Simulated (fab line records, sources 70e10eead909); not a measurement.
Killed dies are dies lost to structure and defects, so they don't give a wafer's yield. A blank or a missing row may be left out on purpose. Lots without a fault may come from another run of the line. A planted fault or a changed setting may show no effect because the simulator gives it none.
A struck lot beside a sound one | flow nand_harc | 15 steps out of a route of 1159
Sound: wafers L499.3, L499.4, L499.5. Struck: wafer L519.1. (L519.4, L519.5 of the same lot were not struck and are left out.) The cause comes at the end.
At each step with rows: each side's tool, then ch and its chambers, then its first start. Under that, the readings that differ: sound wafers | struck wafers | difference of the means | sigmas: that difference in standard deviations of wafers without a fault.
alike: readings whose means differ by less than 2 such deviations, and words and numbers that are the same on both sides. not compared: withheld readings, readings that some wafer has no value for, bounds like >300 that may hide the same value, and numbers for which the record gives no deviation and whose values overlap.
The two part at a step that has a row with sigmas, a row that says differs or no value, or rows on one side only. Numbers that don't overlap but have no deviation are shown without sigmas and don't part them. A reading that every wafer of one side lacks parts them only if that side has two wafers or more.

first, 7 steps without rows for these wafers: NHARC_A_CONTACT_COAT_62 (time 65 s); NHARC_A_CONTACT_COAT_63 (resist thk 90 nm); NHARC_A_CONTACT_SOFTBAKE_64 (time 55 s); NHARC_A_CONTACT_EBR_65; NHARC_A_CONTACT_EXPOSE_66 (exposes mask A CC 2); NHARC_A_CONTACT_PEB_67 (peb time 65 s); NHARC_A_CONTACT_DEVELOP_68 (develop time 35 s).
NHARC_A_CONTACT_CD_MEAS_69: target cd 200 nm.
  sound on cd_sem-02 ch 0, day 17 09:34; struck on cd_sem-01 ch 0, day 22 04:14
  alike: cd_nm
NHARC_A_CONTACT_OVL_MEAS_70:
  sound on overlay-01, day 17 09:38; struck on overlay-02, day 22 04:19
  alike: overlay_x_nm, overlay_y_nm
NHARC_A_CONTACT_INSPECT_71:
  sound on defect_inspect-02, day 17 09:41; struck on defect_inspect-01, day 22 04:21
  alike: raw_defect_count
NHARC_A_CONTACT_DESCUM_74: chemistry O2, time 3 s.
  sound on rie_diel-04 ch 1,2, day 17 09:46; struck on rie_diel-04 ch 2, day 22 04:25
  reading                | sound                | struck | difference                   | sigmas
  rf_hours_counter_h (h) | - - -                | 8      | no value on the sound wafers |
  throttle_valve_pct (%) | 11.309 11.321 11.312 | 11.334 | +0.020                       | +2
  alike: drypump_motor_current_A, mfc_ar_sccm, oes_product_au, rf_vpp_V, showerhead_plenum_p_Torr
NHARC_A_CONTACT_ETCH_75: etches the open film in CF4, target depth 39 nm, time 65 s.
  sound on rie_diel-04 ch 0,1,2, day 17 09:57; struck on rie_diel-04 ch 3, day 22 04:30
  reading    | sound               | struck | difference | sigmas
  bias_w (W) | 100.33 100.44 99.90 | 99.60  | -0.62      | -2
  alike: drypump_motor_current_A, mfc_ar_sccm, oes_product_au, rf_vpp_V, run_length_s, showerhead_plenum_p_Torr, throttle_valve_pct
  not compared: rf_hours_counter_h
NHARC_A_CONTACT_ETCH_76: etches the open film in N2/H2, target depth 260 nm, time 475.3 s.
  sound on rie_diel-04 ch 0,1, day 17 10:08; struck on rie_diel-04 ch 0, day 22 04:35
  reading          | sound             | struck | difference | sigmas
  run_length_s (s) | 496.5 496.5 497.2 | 363.4  | -133.3     | -99 or more
  alike: drypump_motor_current_A, mfc_ar_sccm, oes_product_au, rf_vpp_V, showerhead_plenum_p_Torr, throttle_valve_pct
  not compared: bias_w, rf_hours_counter_h
NHARC_A_CONTACT_ETCH_77: etches the open film in CF4/CHF3, target depth 72.6 nm, time 36.3 s.
  sound on rie_diel-04 ch 0,1; struck on rie_diel-04 ch 0
  alike: bias_w, drypump_motor_current_A, mfc_ar_sccm, oes_product_au, rf_vpp_V, run_length_s, showerhead_plenum_p_Torr, throttle_valve_pct
  not compared: rf_hours_counter_h
-- the record jumps here: 3 days lie between the struck wafers' starts before and after (it left off in module A_CONTACT and takes up again in module END, whose first step shown is number 1159 of the route) --
NHARC_END_SORT_01:
  the record has rows for the struck wafers here (prober-01 ch 0, day 24 23:05) and none for the sound ones

WHERE THEY PART
First at NHARC_A_CONTACT_DESCUM_74; last, within this record, at NHARC_END_SORT_01.

WHY: what the simulator had put in
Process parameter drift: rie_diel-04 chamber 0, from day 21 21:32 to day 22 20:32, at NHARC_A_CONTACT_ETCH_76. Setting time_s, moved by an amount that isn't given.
